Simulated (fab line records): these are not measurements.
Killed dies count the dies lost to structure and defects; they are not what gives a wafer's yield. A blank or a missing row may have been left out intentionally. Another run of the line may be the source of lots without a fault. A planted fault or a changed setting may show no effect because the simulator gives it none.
What tool caused it? ; flow nandHarc ; 21 wafers from 7 lots sampled at 2 of the route's 1159 steps

## WHAT EACH GAUGE READ, for each wafer
NHARC_A_ONON_D1_THK_MEAS_18: measures by ellipsometry.
lot;measured;on;thkNm (nm)
L814;day 8 06:53;filmMetro-01;1011 1011 1013
L816;day 8 20:43;filmMetro-01;1006 1007 1007
L821;day 9 16:56;filmMetro-02;1000 1002 1000
L826;day 10 23:59;filmMetro-01;1038 1038 1040
L829;day 12 09:40;filmMetro-01;992 993 991
L831;day 12 09:40;filmMetro-02;1004 1002 1003
L835;day 13 11:12;filmMetro-02;999 999 999

## EACH LOT AND THE TOOL THAT RAN IT (in order: tool; ch and the chambers of the sampled wafers; start)
lot;NHARC_A_ONON_D1_DEP_16
L814;pecvdOnon-02 ch 0, day 8 06:22
L816;pecvdOnon-04 ch 0, day 8 20:11
L821;pecvdOnon-01 ch 0, day 9 16:29
L826;pecvdOnon-01 ch 0, day 10 23:28
L829;pecvdOnon-02 ch 0, day 12 09:20
L831;pecvdOnon-04 ch 0, day 12 09:20
L835;pecvdOnon-04 ch 0, day 13 10:41
- NHARC_A_ONON_D1_DEP_16: target thk 1000 nm.

## THE ANSWER, worked out from the rows above alone
Rule: the usual values come from the lots themselves. Put in order of their means at a reading, lots are off if they are a third of the lots or fewer, leave a main group of 4 or more, and stand apart from it by a gap of 3 or more times the standard deviation of the main group's means; of several such gaps the widest counts. If all means in a main group match to the digits the tables above print for the reading, that group is not used. A lot without any number at a reading at which 4 lots or more have one is off too. The other lots that the step has rows for count as sound.
Off at NHARC_A_ONON_D1_THK_MEAS_18 (thkNm): L826. Mean 1002 nm and standard deviation 6.1 in the main group.
A tool fits if, at a process step before that reading, it ran every lot that is off, and no sound lot after the first of them. Those tools and the gauges at NHARC_A_ONON_D1_THK_MEAS_18 are tried in the same way. One candidate fits, namely pecvdOnon-01 at NHARC_A_ONON_D1_DEP_16. Its last sound lot is L821 (day 9 16:29), its first lot that is off L826 (day 10 23:28): a fault that began between those two fits.

## WHAT THE SIMULATOR PUT IN
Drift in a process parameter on pecvdOnon-01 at NHARC_A_ONON_D1_DEP_16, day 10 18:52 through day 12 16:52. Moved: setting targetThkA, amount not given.
Shown lots that were struck: L826. This agrees with what the rule above found.
